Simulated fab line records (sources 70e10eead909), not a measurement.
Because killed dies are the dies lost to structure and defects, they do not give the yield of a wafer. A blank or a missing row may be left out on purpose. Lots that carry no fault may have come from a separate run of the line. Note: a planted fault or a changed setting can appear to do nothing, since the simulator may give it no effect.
Chamber matching || flow nand_harc || NHARC_P_M0_DEP_32 on pecvd-03: 3 sister chambers
The step deposits SiCN, target thk 30 nm. 3 wafers are shown with their chamber, then 11 later ones without.

## WAFERS PAIRED WITH THEIR CHAMBERS
{"wafer": "L082.5", "chamber": 1, "heater_power_w (W)": 705}
{"wafer": "L085.4", "chamber": 0, "heater_power_w (W)": 571}
{"wafer": "L085.2", "chamber": 2, "heater_power_w (W)": 537}

## WAFERS WITHOUT THEIR CHAMBER
{"wafer": "L085.3", "heater_power_w (W)": 778}
{"wafer": "L085.5", "heater_power_w (W)": 779}
{"wafer": "L092.3", "heater_power_w (W)": 517}
{"wafer": "L092.4", "heater_power_w (W)": 702}
{"wafer": "L092.5", "heater_power_w (W)": 547}
{"wafer": "L092.1", "heater_power_w (W)": 577}
{"wafer": "L092.2", "heater_power_w (W)": 689}
{"wafer": "L092.6", "heater_power_w (W)": 578}
{"wafer": "L095.1", "heater_power_w (W)": 772}
{"wafer": "L095.4", "heater_power_w (W)": 605}
{"wafer": "L095.5", "heater_power_w (W)": 779}

## CHAMBER TAKEN BY EACH
{"wafer": "L085.3", "from the rows above": 1, "in truth": 1}
{"wafer": "L085.5", "from the rows above": 1, "in truth": 1}
{"wafer": "L092.3", "from the rows above": "can't be placed: 2 or 0", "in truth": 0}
{"wafer": "L092.4", "from the rows above": 1, "in truth": 1}
{"wafer": "L092.5", "from the rows above": "can't be placed: 2 or 0", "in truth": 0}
{"wafer": "L092.1", "from the rows above": "can't be placed: 0 or 2", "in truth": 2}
{"wafer": "L092.2", "from the rows above": 1, "in truth": 1}
{"wafer": "L092.6", "from the rows above": "can't be placed: 0 or 2", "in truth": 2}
{"wafer": "L095.1", "from the rows above": 1, "in truth": 1}
{"wafer": "L095.4", "from the rows above": "can't be placed: 0 or 2 or 1", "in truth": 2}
{"wafer": "L095.5", "from the rows above": 1, "in truth": 1}
6 of 11 placed correctly. Can't be placed from these rows: 5 (the true chamber is among the candidates in 5). Number placed wrongly: 0.
How it was worked out, from the rows above alone: a wafer's distance from a chamber is the root of the sum, over the readings, of the square of ((its reading less the chamber's mean) divided by the reading's scatter). The wafer belongs to the nearest chamber; if the next one is less than 2 further off, it can't be placed. The mean given for a chamber averages the wafers shown for that chamber. The scatter: root of mean squared gap, hidden wafer to nearest shown wafer, with one shown wafer a chamber.
